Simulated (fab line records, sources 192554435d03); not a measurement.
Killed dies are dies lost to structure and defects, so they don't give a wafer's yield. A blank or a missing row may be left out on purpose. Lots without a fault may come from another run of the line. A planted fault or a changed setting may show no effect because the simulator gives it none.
Chamber matching | flow n5_finfet | N5_BEOL_M1_CO_CAP_55 on cvd_co-02: 3 sister chambers
The step material Co, precursor CCTBA/H2, target thk 2 nm, time 102.1 s. 6 wafers are shown with their chamber, then 7 later ones without.

WAFERS WITH THEIR CHAMBER
wafer  | chamber | heater_power_w (W)
L659.4 | 1       | 233
L660.1 | 1       | 242
L660.2 | 2       | 252
L660.3 | 0       | 240
L672.2 | 0       | 236
L672.4 | 2       | 254

WAFERS WITHOUT THEIR CHAMBER
wafer  | heater_power_w (W)
L672.6 | 236
L675.1 | 240
L675.2 | 259
L675.6 | 240
L678.1 | 237
L678.2 | 238
L678.4 | 238

WHICH CHAMBER EACH WENT THROUGH
wafer  | from the rows above     | in truth
L672.6 | can't be placed: 1 or 0 | 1
L675.1 | can't be placed: 0 or 1 | 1
L675.2 | 2                       | 2
L675.6 | can't be placed: 0 or 1 | 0
L678.1 | can't be placed: 1 or 0 | 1
L678.2 | can't be placed: 0 or 1 | 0
L678.4 | can't be placed: 0 or 1 | 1
Placed correctly: 1 of 7. Can't be placed from these rows: 6 (the true chamber is among the candidates in 6). Placed wrongly: 0.
How it was worked out, from the rows above alone: a wafer's distance from a chamber is the root of the sum, over the readings, of the square of ((its reading less the chamber's mean) divided by the reading's scatter). The wafer belongs to the nearest chamber; if the next one is less than 2 further off, it can't be placed. A chamber's mean is the mean of its shown wafers. The scatter: the root of (the sum of the squares of (reading less its chamber's mean) over the shown wafers, divided by (wafers less chambers)).
